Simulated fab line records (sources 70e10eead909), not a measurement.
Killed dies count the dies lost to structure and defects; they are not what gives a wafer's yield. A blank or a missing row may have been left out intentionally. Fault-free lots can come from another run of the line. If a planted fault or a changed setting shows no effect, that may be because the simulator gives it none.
Matching of chambers	flow nandHarc	NHARC_P_BONDPAD_DESCUM_11 on rieDiel-08: 4 sister chambers
The step chemistry O2, time 3 s. 4 wafers are shown with their chamber, then 7 later ones without.

## WAFERS WITH THEIR CHAMBER
wafer	chamber	drypumpMotorCurrentA (A)
L289.2	3	5.6
L289.5	1	5.4
L290.2	0	6.4
L290.3	2	5.4

## WAFERS WITHOUT THEIR CHAMBER
wafer	drypumpMotorCurrentA (A)
L290.4	5.4
L299.2	6.4
L299.3	5.4
L299.6	5.6
L304.2	5.5
L304.3	5.4
L304.4	6.5

## EACH ONE'S CHAMBER
wafer	from the rows above	in truth
L290.4	can't be placed: 1 or 2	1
L299.2	0	0
L299.3	can't be placed: 1 or 2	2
L299.6	3	3
L304.2	can't be placed: 1 or 2 or 3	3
L304.3	can't be placed: 1 or 2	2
L304.4	0	0
Correctly placed: 3 of 7. Can't be placed from these rows: 4 (the true chamber is among the candidates in 4). 0 placed wrongly.
How it was worked out, from the rows above alone: a wafer's distance from a chamber is the root of the sum, over the readings, of the square of ((its reading less the chamber's mean) divided by the reading's scatter). If the next closest chamber is less than 2 further off than the closest, the wafer can't be placed; otherwise it belongs to the closest. Each chamber's mean is taken over the wafers shown for it. The scatter (one wafer shown for each chamber): square how far every hidden wafer sits from the nearest shown wafer, average those squares and take the square root.
